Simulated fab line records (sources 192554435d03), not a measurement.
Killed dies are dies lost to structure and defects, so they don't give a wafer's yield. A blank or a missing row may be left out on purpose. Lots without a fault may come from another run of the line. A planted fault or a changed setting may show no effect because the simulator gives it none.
fab line records | flow n5-finfet
[record] lots = 11 | wafers = 32 | last-day = 18
route steps=1938 shown BEOL_M13@1707 BEOL_M14@1722 PASSIVATION@1936
lots that met no fault: from a run of the same line without faults
start-h: hours from the record's first day to the start of the lot's first wafer shown | wait-h: hours since the lot's step before | " unchanged from the row above | L1.1+2: a row that stands for several wafers | - no value, or no start given | * or withheld: withheld | < > ~ a bound
route shown NAME@n: names a module that has steps shown in the file, with the first one's number in the route | usual: mean/standard deviation of fault-free wafers | same: alike in all rows | chamber/n: place in a boat | sites: readings site by site | _std_site: standard deviation of those values | _edge_site: inner sites' mean taken away from outer sites' mean | radius-mm: how far each site lies from the wafer's centre | mask NAME#n: copy n | behind: tool/chamber where the wafer was last shaped | hold: what put the lot on hold/how long, in hours/how the hold closed | device: transistor that didn't switch, given as n, p or np | end of line: tests run on the same wafers once the route is complete | for a step that has no rows: nothing shown but its recipe | killed: not the wafer's yield, but the dies lost to structure and defects at the first sort | map: a wafer's dies, x killed, . not, _ none there
set.NAME: the run value of the setting; set.NAME@STEP: its run value at that earlier step | model.NAME: the simulator's own value behind a step, which no gauge read
a sample of lots followed through the steps of the route, with each step as a table and each wafer as a row
services: from which hour (start-h, from the record's first day; less than 0 if before it) a tool's chamber was out of use, for how many hours, and why
[[steps]]
[step N5_BEOL_M13_SPUTTER_45]
[recipe] material = Cu | target-thk-a = 800 | temp-c = -20 | bias-v = 60 | power-w = 26000 | chamber-pressure-pa = 0.13 | time-s = 13.33
[usual] chuck-sensor-temp-C = -16.0/0.46 | throttle-valve-pct = 29.9/0.81
lot.wafer | tool           | chamber | start-h | wait-h | chuck-sensor-temp-C | throttle-valve-pct
L744.3    | pvd-sputter-02 | -       | 250.65  | 0.0    | -16.6               | 30.7
L744.4    | "              | -       | "       | "      | -16.4               | 29.7
L744.6    | "              | -       | "       | "      | -16.3               | 29.9
L745.1    | pvd-sputter-02 | -       | 269.38  | 0.0    | -15.5               | 30.2
L745.3    | "              | -       | "       | "      | -15.8               | 29.6
L745.5    | "              | -       | "       | "      | -15.8               | 30.0
L748.2    | pvd-sputter-02 | -       | 289.95  | 0.0    | -16.4               | 30.6
L748.3    | "              | -       | "       | "      | -15.5               | 30.2
L748.6    | "              | -       | "       | "      | -16.4               | 31.0
L749.1    | pvd-sputter-03 | -       | 290.87  | 0.0    | -16.4               | 28.8
L749.4    | "              | -       | "       | "      | -15.6               | 30.1
L749.6    | "              | -       | "       | "      | -16.0               | 30.8
L750.4    | pvd-sputter-02 | -       | 293.21  | 0.0    | -15.7               | 29.6
L750.5    | "              | -       | "       | "      | -16.3               | 29.6
L750.6    | "              | -       | "       | "      | -16.4               | 30.9
L752.2    | pvd-sputter-03 | -       | 305.98  | 0.0    | -16.2               | 28.6
L752.4    | "              | -       | "       | "      | -16.0               | 30.8
L752.5    | "              | -       | "       | "      | -16.4               | 28.4
L754.1    | pvd-sputter-02 | -       | 311.65  | 0.0    | -16.5               | 29.6
L754.4    | "              | -       | "       | "      | -15.6               | 30.4
L754.6    | "              | -       | "       | "      | -16.3               | 30.6
L759.1    | pvd-sputter-03 | -       | 343.10  | 0.0    | -16.7               | 29.1
L759.5    | "              | -       | "       | "      | -15.6               | 30.5
L759.6    | "              | -       | "       | "      | -16.1               | 31.2
L762.1    | pvd-sputter-01 | -       | 361.16  | 0.0    | -15.4               | 28.1
L762.2    | "              | -       | "       | "      | -15.5               | 30.1
L762.3    | "              | -       | "       | "      | -15.6               | 30.3
L763.1    | pvd-sputter-01 | -       | 367.02  | 0.0    | -15.5               | 28.2
L763.3    | "              | -       | "       | "      | -15.3               | 29.8
L763.4    | "              | -       | "       | "      | -15.6               | 30.2
L767.2    | pvd-sputter-01 | -       | 392.88  | 0.0    | -15.6               | 30.5
L767.5    | "              | -       | "       | "      | -15.6               | 30.3
[step N5_BEOL_M13_ANNEAL_48]
[recipe] temp-c = 225 | time-s = 90 | ambient = N2
[usual] anneal-temp-c-max = 226.13/0.26 | wafer_temp_C_max = 225.8/0.42
lot.wafer | tool          | chamber | start-h | wait-h | anneal-temp-c-max | wafer_temp_C_max
L744.3    | rtp-anneal-02 | 0       | 251.31  | 0.5    | 226.15            | 225.6
L744.4    | "             | 0       | "       | "      | 225.58            | 225.4
L744.6    | "             | 0       | "       | "      | 226.52            | 225.7
L745.1    | rtp-anneal-01 | 0       | 269.66  | 0.1    | 226.25            | 226.6
L745.3    | "             | 0       | "       | "      | 226.03            | 226.3
L745.5    | "             | 0       | "       | "      | 225.79            | 226.0
L748.2    | rtp-anneal-02 | 0       | 290.28  | 0.2    | 226.36            | 225.4
L748.3    | "             | 0       | "       | "      | 226.07            | 225.1
L748.6    | "             | 0       | "       | "      | 226.31            | 225.2
L749.1    | rtp-anneal-01 | 0       | 291.29  | 0.3    | 226.04            | 226.0
L749.4    | "             | 0       | "       | "      | 226.13            | 226.1
L749.6    | "             | 0       | "       | "      | 226.08            | 226.0
L750.4    | rtp-anneal-02 | 0       | 293.66  | 0.2    | 226.18            | 225.6
L750.5    | "             | 0       | "       | "      | 225.99            | 225.4
L750.6    | "             | 0       | "       | "      | 226.17            | 225.5
L752.2    | rtp-anneal-02 | 0       | 306.31  | 0.2    | 226.01            | 225.6
L752.4    | "             | 0       | "       | "      | 226.16            | 225.7
L752.5    | "             | 0       | "       | "      | 226.12            | 225.6
L754.1    | rtp-anneal-02 | 0       | 311.94  | 0.1    | 226.20            | 225.5
L754.4    | "             | 0       | "       | "      | 225.87            | 225.7
L754.6    | "             | 0       | "       | "      | 225.88            | 225.5
L759.1    | rtp-anneal-01 | 0       | 343.38  | 0.1    | 226.39            | 226.3
L759.5    | "             | 0       | "       | "      | 226.22            | 226.2
L759.6    | "             | 0       | "       | "      | 226.40            | 226.6
L762.1    | rtp-anneal-02 | 0       | 361.44  | 0.1    | 226.01            | 225.4
L762.2    | "             | 0       | "       | "      | 226.09            | 225.6
L762.3    | "             | 0       | "       | "      | 226.09            | 225.6
L763.1    | rtp-anneal-02 | 0       | 367.80  | 0.6    | 225.73            | 225.5
L763.3    | "             | 0       | "       | "      | 225.92            | 225.5
L763.4    | "             | 0       | "       | "      | 226.13            | 225.3
L767.2    | rtp-anneal-02 | 0       | 393.93  | 0.9    | 226.08            | 225.4
L767.5    | "             | 0       | "       | "      | 225.89            | 225.3
[step N5_BEOL_M13_DEP_53]
[recipe] material = SiCN | target-thk-a = 500 | temp-c = withheld | precursor = 3MS/NH3 | pressure-torr = 3 | rf-w = 675 | time-s = 17.8
[usual] showerhead-plenum-p-Torr = 4.146/0.019 | throttle-valve-pct = 18.5/1.6
lot.wafer | tool     | chamber | start-h | wait-h | showerhead-plenum-p-Torr | throttle-valve-pct
L744.3    | pecvd-01 | 1       | 251.88  | 0.0    | 4.183                    | 18.0
L744.4    | "        | 2       | "       | "      | 4.145                    | 18.4
L744.6    | "        | 1       | "       | "      | 4.173                    | 18.0
L745.1    | pecvd-03 | 2       | 270.33  | 0.0    | 4.146                    | 16.4
L745.3    | "        | 0       | "       | "      | 4.152                    | 22.1
L745.5    | "        | 2       | "       | "      | 4.132                    | 16.1
L748.2    | pecvd-01 | 0       | 290.89  | 0.0    | 4.148                    | 18.1
L748.3    | "        | 2       | "       | "      | 4.157                    | 18.7
L748.6    | "        | 0       | "       | "      | 4.154                    | 18.3
L749.1    | pecvd-03 | 0       | 292.22  | 0.0    | 4.142                    | 22.1
L749.4    | "        | 1       | "       | "      | 4.120                    | 18.5
L749.6    | "        | 0       | "       | "      | 4.160                    | 22.3
L750.4    | pecvd-04 | 0       | 294.56  | 0.0    | 4.145                    | 17.7
L750.5    | "        | 1       | "       | "      | 4.162                    | 18.2
L750.6    | "        | 2       | "       | "      | 4.126                    | 17.5
L752.2    | pecvd-03 | 0       | 306.92  | 0.0    | 4.139                    | 22.1
L752.4    | "        | 2       | "       | "      | 4.139                    | 16.6
L752.5    | "        | 1       | "       | "      | 4.108                    | 18.7
L754.1    | pecvd-04 | 1       | 312.59  | 0.0    | 4.159                    | 18.3
L754.4    | "        | 0       | "       | "      | 4.157                    | 17.9
L754.6    | "        | 2       | "       | "      | 4.107                    | 17.6
L759.1    | pecvd-01 | 1       | 344.04  | 0.0    | 4.176                    | 18.0
L759.5    | "        | 2       | "       | "      | 4.150                    | 19.2
L759.6    | "        | 1       | "       | "      | 4.174                    | 18.0
L762.1    | pecvd-04 | 1       | 362.09  | 0.0    | 4.159                    | 18.1
L762.2    | "        | 2       | "       | "      | 4.123                    | 17.7
L762.3    | "        | 0       | "       | "      | 4.152                    | 18.2
L763.1    | pecvd-03 | 2       | 368.47  | 0.0    | 4.132                    | 16.5
L763.3    | "        | 1       | "       | "      | 4.126                    | 18.8
L763.4    | "        | 0       | "       | "      | 4.161                    | 22.1
L767.2    | pecvd-01 | 2       | 394.55  | 0.0    | 4.144                    | 19.3
L767.5    | "        | 2       | "       | "      | 4.147                    | 19.2
[step N5_BEOL_M14_EXPOSE_07]
[recipe] mask-id = V13 | na = 0.8 | source-shape = annular | sigma-inner = 0.5 | sigma-outer = 0.8 | polarization = unpolarized | attpsm-phase-deg = 180 | dose-mj = 57
[usual] focus-offset-nm = 0.1/0.57
lot.wafer | tool           | chamber | start-h | wait-h | mask  | focus-offset-nm
L744.3    | krf-scanner-01 | 0       | 252.34  | -      | V13#0 | -0.1
L744.4    | "              | 0       | "       | "      | V13#0 | 0.8
L744.6    | "              | 0       | "       | "      | V13#0 | 0.7
L745.1    | krf-scanner-01 | 0       | 270.91  | -      | V13#0 | -0.4
L745.3    | "              | 0       | "       | "      | V13#0 | -0.6
L745.5    | "              | 0       | "       | "      | V13#0 | 0.2
L748.2    | krf-scanner-01 | 0       | 291.47  | -      | V13#0 | 0.3
L748.3    | "              | 0       | "       | "      | V13#0 | 0.3
L748.6    | "              | 0       | "       | "      | V13#0 | 0.3
L749.1    | krf-scanner-01 | 0       | 292.67  | -      | V13#0 | -0.9
L749.4    | "              | 0       | "       | "      | V13#0 | 0.2
L749.6    | "              | 0       | "       | "      | V13#0 | 0.0
L750.4    | krf-scanner-01 | 0       | 295.01  | -      | V13#0 | 0.4
L750.5    | "              | 0       | "       | "      | V13#0 | 0.1
L750.6    | "              | 0       | "       | "      | V13#0 | -0.4
L752.2    | krf-scanner-02 | 0       | 307.59  | -      | V13#0 | 0.3
L752.4    | "              | 0       | "       | "      | V13#0 | 0.3
L752.5    | "              | 0       | "       | "      | V13#0 | 0.4
L754.1    | krf-scanner-02 | 0       | 313.04  | -      | V13#0 | -1.6
L754.4    | "              | 0       | "       | "      | V13#0 | 0.0
L754.6    | "              | 0       | "       | "      | V13#0 | -0.2
L759.1    | krf-scanner-02 | 0       | 344.61  | -      | V13#0 | -0.1
L759.5    | "              | 0       | "       | "      | V13#0 | -0.5
L759.6    | "              | 0       | "       | "      | V13#0 | 0.1
L762.1    | krf-scanner-02 | 0       | 362.67  | -      | V13#0 | 1.2
L762.2    | "              | 0       | "       | "      | V13#0 | 0.8
L762.3    | "              | 0       | "       | "      | V13#0 | 0.5
L763.1    | krf-scanner-02 | 0       | 368.92  | -      | V13#0 | 1.1
L763.3    | "              | 0       | "       | "      | V13#0 | 0.4
L763.4    | "              | 0       | "       | "      | V13#0 | 0.8
L767.2    | krf-scanner-02 | 0       | 395.15  | -      | V13#0 | 0.2
L767.5    | "              | 0       | "       | "      | V13#0 | 0.5
[step N5_BEOL_M14_OVL_MEAS_11]
[recipe] points-per-wafer = 44
[usual] V13_OVL = -3/5
lot.wafer | tool       | chamber | start-h | wait-h | V13_OVL[nm]
L744.3    | overlay-01 | 0       | 252.53  | 0.0    | -11
L744.4    | "          | 0       | "       | "      | -2
L744.6    | "          | 0       | "       | "      | -9
L745.1    | overlay-02 | 0       | 271.11  | 0.0    | 9
L745.3    | "          | 0       | "       | "      | 7
L745.5    | "          | 0       | "       | "      | 7
L748.2    | overlay-01 | 0       | 291.67  | 0.0    | 37
L748.3    | "          | 0       | "       | "      | 40
L748.6    | "          | 0       | "       | "      | 30
L749.1    | overlay-01 | 0       | 292.87  | 0.0    | 47
L749.4    | "          | 0       | "       | "      | 53
L749.6    | "          | 0       | "       | "      | 48
L750.4    | overlay-02 | 0       | 295.20  | 0.0    | 38
L750.5    | "          | 0       | "       | "      | 36
L750.6    | "          | 0       | "       | "      | 40
L752.2    | overlay-01 | 0       | 307.79  | 0.0    | 1
L752.4    | "          | 0       | "       | "      | -2
L752.5    | "          | 0       | "       | "      | -7
L754.1    | overlay-01 | 0       | 313.25  | 0.0    | -10
L754.4    | "          | 0       | "       | "      | -2
L754.6    | "          | 0       | "       | "      | -2
L759.1    | overlay-02 | 0       | 344.82  | 0.0    | -6
L759.5    | "          | 0       | "       | "      | -8
L759.6    | "          | 0       | "       | "      | -4
L762.1    | overlay-02 | 0       | 362.87  | 0.0    | -4
L762.2    | "          | 0       | "       | "      | -1
L762.3    | "          | 0       | "       | "      | 2
L763.1    | overlay-01 | 0       | 369.13  | 0.0    | -17
L763.3    | "          | 0       | "       | "      | -14
L763.4    | "          | 0       | "       | "      | -4
L767.2    | overlay-02 | 0       | 395.35  | 0.0    | -5
L767.5    | "          | 0       | "       | "      | -4
[step N5_PASSIVATION_PROBE_49]
[usual] defect-limited-yield = 91.7/1.4 | killed_at_M0_to_M3 = 31/11 | killed_at_M4_up = 13/4.6 | killed-at-contacts = 13/6.7 | killed-at-front-end = 39/9.6 | killed-at-other = 3.5/2.8 | killed-dies = 98/16 | killed-on-rim = 13/4.2 | killed-open = 64/11 | killed-short = 33/8.5 | sort_bin_5_function = 4.9/0.96 | sort_bin_6_memory = 3.1/0.59 | sort_bin_8_speed = 0.2/1.3 | sort-n-pass = 1080/23 | sort-yield-pct = 91.5/1.9
[same] gross-dies = 1180 | killed-at-back-side = 0 | sort_bin_4_leakage[%] = 0
lot.wafer | tool      | chamber | start-h | wait-h | defect-limited-yield[%] | killed_at_M0_to_M3 | killed_at_M4_up | killed-at-contacts | killed-at-front-end | killed-at-other | killed-dies | killed-on-rim | killed-open | killed-short | sort_bin_5_function[%] | sort_bin_6_memory[%] | sort_bin_8_speed[%] | sort-n-pass | sort-yield-pct[%]
L744.3    | prober-02 | -       | 277.82  | 0.1    | 89.9                    | 38                 | 19              | 19                 | 39                  | 4               | 119         | 23            | 80          | 39           | 5.8                    | 3.9                  | 0.1                 | 1060        | 89.8
L744.4    | prober-02 | -       | 277.87  | 0.2    | 90.7                    | 52                 | 10              | 17                 | 30                  | 1               | 110         | 19            | 82          | 24           | 6.1                    | 3.0                  | 0                   | 1070        | 90.7
L744.6    | prober-02 | -       | 277.97  | 0.3    | 93.0                    | 36                 | 7               | 11                 | 29                  | 0               | 83          | 13            | 53          | 27           | 3.8                    | 3.1                  | 0                   | 1097        | 93.0
L748.2    | prober-01 | -       | 319.20  | 0.1    | 84.3                    | 30                 | 17              | 9                  | 123                 | 6               | 185         | 21            | 70          | 25           | 10.0                   | 4.1                  | 0                   | 995         | 84.3
L748.3    | prober-01 | -       | 319.25  | 0.1    | 87.8                    | 20                 | 7               | 19                 | 94                  | 4               | 144         | 23            | 67          | 23           | 6.9                    | 3.6                  | 0                   | 1036        | 87.8
L748.6    | prober-01 | -       | 319.40  | 0.3    | 84.1                    | 25                 | 10              | 11                 | 135                 | 7               | 188         | 26            | 65          | 30           | 9.6                    | 4.2                  | 0                   | 992         | 84.1
L749.1    | prober-02 | -       | 326.48  | 0.8    | 93.4                    | 20                 | 19              | 3                  | 34                  | 2               | 78          | 10            | 61          | 17           | 4.1                    | 2.2                  | 0                   | 1102        | 93.4
L749.4    | prober-02 | -       | 326.63  | 0.9    | 93.1                    | 30                 | 15              | 7                  | 25                  | 4               | 81          | 8             | 50          | 31           | 4.4                    | 2.3                  | 0                   | 1099        | 93.1
L749.6    | prober-02 | -       | 326.73  | 1.0    | 93.6                    | 20                 | 13              | 8                  | 33                  | 1               | 75          | 9             | 54          | 21           | 3.7                    | 2.5                  | 0                   | 1105        | 93.6
L750.4    | prober-02 | -       | 326.93  | 0.4    | 86.9                    | 29                 | 11              | 6                  | 104                 | 5               | 155         | 31            | 63          | 41           | 8.5                    | 3.6                  | 0                   | 1025        | 86.9
L750.5    | prober-02 | -       | 326.98  | 0.5    | 88.1                    | 24                 | 4               | 17                 | 94                  | 1               | 140         | 28            | 49          | 23           | 6.6                    | 3.3                  | 0                   | 1040        | 88.1
L750.6    | prober-02 | -       | 327.03  | 0.5    | 85.9                    | 13                 | 15              | 5                  | 130                 | 3               | 166         | 23            | 50          | 28           | 8.4                    | 3.9                  | 0                   | 1014        | 85.9
// killed by level:class
L744.3 STI_FIN_REVEAL:geometric-particle:open=17 MOL_CONTACT_COAG:geometric-particle:open=10 FIN_SAQP:geometric-particle:short=9 MOL_CONTACT_COAG:geometric-particle:short=9 BEOL_M1:geometric-particle:open=9 BEOL_M4:geometric-particle:open=9 BEOL_M0_SAQP:geometric-particle:open=8 BEOL_M3:geometric-particle:open=6
L744.4 BEOL_M2:geometric-particle:open=17 MOL_CONTACT_COAG:geometric-particle:open=16 BEOL_M1:geometric-particle:open=15 BEOL_M3:geometric-particle:open=10 STI_FIN_REVEAL:geometric-particle:open=7 DUMMY_GATE:geometric-particle:open=4 BEOL_M0_SAQP:geometric-particle:short=4 BEOL_M4:geometric-particle:open=4
L744.6 STI_FIN_REVEAL:geometric-particle:open=12 BEOL_M2:geometric-particle:open=11 MOL_CONTACT_COAG:geometric-particle:open=8 BEOL_M0_SAQP:geometric-particle:short=7 BEOL_M3:geometric-particle:open=5 GATE_CUT:geometric-particle:short=4 BEOL_M1:geometric-particle:open=3 MOL_CONTACT_COAG:geometric-particle:short=3
L748.2 HKMG_FIN:unspecified=90 BEOL_M4:geometric-particle:open=9 STI_FIN_REVEAL:geometric-particle:open=8 MOL_CONTACT_COAG:geometric-particle:open=8 BEOL_M3:geometric-particle:open=8 GATE_CUT:geometric-particle:short=7 BEOL_M1:geometric-particle:open=7 FIN_SAQP:geometric-particle:open=6
L748.3 HKMG_FIN:unspecified=54 MOL_CONTACT_COAG:geometric-particle:open=18 GATE_CUT:geometric-particle:short=9 STI_FIN_REVEAL:geometric-particle:open=6 DUMMY_GATE:geometric-particle:open=6 FIN_SAQP:geometric-particle:open=5 STARTING-WAFER:geometric-particle:open=5 BEOL_M0:geometric-particle:open=4
L748.6 HKMG_FIN:unspecified=93 STI_FIN_REVEAL:geometric-particle:open=15 MOL_CONTACT_COAG:geometric-particle:open=10 BEOL_M0_SAQP:geometric-particle:open=8 GATE_CUT:geometric-particle:open=7 BEOL_M0_SAQP:geometric-particle:short=7 FIN_SAQP:geometric-particle:short=4 BEOL_M0:geometric-particle:open=4
L749.1 STI_FIN_REVEAL:geometric-particle:open=8 DUMMY_GATE:geometric-particle:open=8 BEOL_M2:geometric-particle:open=7 BEOL_M3:geometric-particle:open=7 BEOL_M4:geometric-particle:open=7 BEOL_M6:geometric-particle:open=5 FIN_SAQP:geometric-particle:short=3 GATE_CUT:geometric-particle:short=3
L749.4 BEOL_M1:geometric-particle:open=8 STI_FIN_REVEAL:geometric-particle:open=7 BEOL_M4:geometric-particle:open=7 BEOL_M0_SAQP:geometric-particle:short=6 MOL_CONTACT_COAG:geometric-particle:open=5 FIN_SAQP:geometric-particle:short=3 GATE_CUT:geometric-particle:short=3 GATE_CUT:geometric-particle:open=3
L749.6 STI_FIN_REVEAL:geometric-particle:open=13 MOL_CONTACT_COAG:geometric-particle:open=6 BEOL_M1:geometric-particle:open=5 BEOL_M4:geometric-particle:short=5 BEOL_M4:geometric-particle:open=5 DUMMY_GATE:geometric-particle:open=4 GATE_CUT:geometric-particle:short=4 BEOL_M0:geometric-particle:open=4
L750.4 HKMG_FIN:unspecified=51 FIN_SAQP:geometric-particle:open=18 BEOL_M2:geometric-particle:open=9 FIN_SAQP:geometric-particle:short=8 GATE_CUT:geometric-particle:short=7 ILD0:geometric-particle:short=5 BEOL_M1:geometric-particle:open=5 STI_FIN_REVEAL:geometric-particle:open=4
L750.5 HKMG_FIN:unspecified=68 MOL_CONTACT_COAG:geometric-particle:open=15 BEOL_M1:geometric-particle:open=6 BEOL_M3:geometric-particle:open=5 STI_FIN_REVEAL:geometric-particle:open=4 DUMMY_GATE:geometric-particle:open=4 BEOL_M0_SAQP:geometric-particle:open=4 FIN_SAQP:geometric-particle:short=3
L750.6 HKMG_FIN:unspecified=87 FIN_SAQP:geometric-particle:open=11 FIN_SAQP:geometric-particle:short=7 STI_FIN_REVEAL:geometric-particle:open=7 BEOL_M4:geometric-particle:open=6 MOL_CONTACT_COAG:geometric-particle:open=4 BEOL_M0_SAQP:geometric-particle:open=4 BEOL_M4:geometric-particle:short=4
[[services]]
tool           | chamber | start-h | hours | kind
krf-scanner-02 | 0       | 236.32  | -     | calibration
krf-scanner-02 | -       | 237.87  | 2.3   | repair
pecvd-03       | -       | 242.55  | 1.7   | repair
pecvd-03       | -       | 247.71  | 5.3   | repair
krf-scanner-02 | -       | 256.12  | 0.8   | pm
krf-scanner-02 | -       | 258.23  | 4.4   | pm
pecvd-01       | -       | 259.73  | 2.9   | repair
krf-scanner-01 | -       | 260.40  | 0.2   | repair
krf-scanner-01 | -       | 262.63  | 1.0   | pm
krf-scanner-01 | -       | 284.14  | 1.3   | pm
pecvd-03       | 1       | 300.78  | 2.8   | repair
krf-scanner-01 | -       | 313.11  | 0.3   | repair
krf-scanner-01 | -       | 314.16  | 4.0   | pm
krf-scanner-02 | -       | 318.18  | 1.0   | pm
pecvd-03       | 1       | 322.46  | 12.9  | repair
krf-scanner-01 | 0       | 325.75  | -     | calibration
krf-scanner-02 | -       | 329.85  | 4.0   | pm
pecvd-04       | -       | 350.00  | 0.5   | repair
krf-scanner-01 | -       | 362.70  | 4.4   | pm
pvd-sputter-01 | -       | 363.48  | 2.4   | repair
krf-scanner-02 | -       | 370.68  | 1.3   | pm
pecvd-04       | -       | 383.70  | 6.0   | pm
krf-scanner-01 | -       | 385.35  | 0.8   | pm
krf-scanner-02 | 0       | 392.95  | -     | calibration
[[key]]
[first-sign] step = N5_BEOL_M14_OVL_MEAS_11 | reading = V13_OVL | direction = up | sigmas = 8.8 | usual = -3 | struck = 41
effect none on later readings
met-at N5_BEOL_M14_EXPOSE_07
struck-lots L748,L749,L750
not-acting-at N5_BEOL_M13_SPUTTER_45,N5_BEOL_M13_ANNEAL_48,N5_BEOL_M13_DEP_53
onset-between 270.91 291.47
[earlier-fault] kind = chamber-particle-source | tool = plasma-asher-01 | chamber = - | onset-h = 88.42 | steps = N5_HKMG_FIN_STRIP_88 | rate-per-visit-cm2 = 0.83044
[earlier-fault] kind = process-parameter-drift | tool = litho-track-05 | chamber = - | onset-h = 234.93 | steps = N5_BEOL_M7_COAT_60 | channel = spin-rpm | offset = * | shape = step | acts-in = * | stated = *
[fault] kind = scanner-matching-overlay | tool = krf-scanner-01 | chamber = - | onset-h = 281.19 | steps = N5_BEOL_M14_EXPOSE_07 | offset = 46.844
